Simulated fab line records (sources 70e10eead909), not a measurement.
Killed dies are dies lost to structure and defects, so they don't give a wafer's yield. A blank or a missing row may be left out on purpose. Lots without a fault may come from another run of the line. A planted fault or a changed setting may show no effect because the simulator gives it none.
A struck lot beside a sound one    flow nand harc    13 steps out of a route of 1302
Sound: the wafers L505.1, L505.4, L505.5. Wafers struck: L516.1, L516.4, L516.5. The cause is named last.
Per side, at each step with rows, come the tool, then ch with its chambers, and then its first start. Under that, the readings that differ: sound wafers    struck wafers    difference of the means    sigmas: that difference in standard deviations of wafers without a fault.
alike: a reading whose means differ by less than 2 such deviations, as well as words and numbers matching on both sides. not compared: withheld readings; readings where some wafer has no value; bounds like >300 that might hide an equal value; numbers whose values overlap and for which the record gives no deviation.
The two part at a step that has a row with sigmas, a row that says differs or no value, or rows on one side only. Numbers that don't overlap but have no deviation are shown without sigmas and don't part them. Lack of a reading on every wafer of one side parts them only where that side has two or more wafers.

NHARC_A_CONTACT_DEP_24: deposits SiO2, target thk 500 nm.
  sound on pecvd-04 ch 0,1,2, day 21 10:59; struck on pecvd-03 ch 1,2, day 25 12:46
  alike: heater power w, mfc precursor sccm, throttle valve pct
NHARC_A_CONTACT_DEP_28: deposits aC, target thk 7000 nm.
  sound on acl dep-02 ch 0, day 21 11:36; struck on acl dep-01 ch 0, day 25 13:46
  alike: throttle valve pct
NHARC_A_CONTACT_DEP_29: deposits SiON, target thk 100 nm.
  sound on pecvd-04 ch 0,1, day 21 15:54; struck on pecvd-03 ch 0,2, day 25 18:02
  alike: heater power w
then, 8 steps without rows for these wafers: NHARC_A_CONTACT_DEHYDRATE_32 (time 120 s); NHARC_A_CONTACT_HMDS_33 (time 30 s); NHARC_A_CONTACT_COAT_34 (time 75 s); NHARC_A_CONTACT_COAT_35 (time 65 s); NHARC_A_CONTACT_COAT_36 (resist thk 90 nm); NHARC_A_CONTACT_SOFTBAKE_37 (time 55 s); NHARC_A_CONTACT_EBR_38; NHARC_A_CONTACT_EXPOSE_39 (exposes mask A CC 3).
NHARC_A_CONTACT_PEB_40: peb time 65 s.
  sound on litho track-04 ch 0, day 21 16:23; struck on litho track-04, day 25 18:41
  no value came back on the struck wafers for chill plate temp C (C), exhaust pa (Pa), peb time s (s); on the sound wafers chill plate temp C (C) reads 22.97 22.95 22.98
then, 1 step without rows for these wafers: NHARC_A_CONTACT_DEVELOP_41 (develop time 35 s).

WHERE THEY PART
Only at NHARC_A_CONTACT_PEB_40, within this record.

WHY: the cause the simulator had injected
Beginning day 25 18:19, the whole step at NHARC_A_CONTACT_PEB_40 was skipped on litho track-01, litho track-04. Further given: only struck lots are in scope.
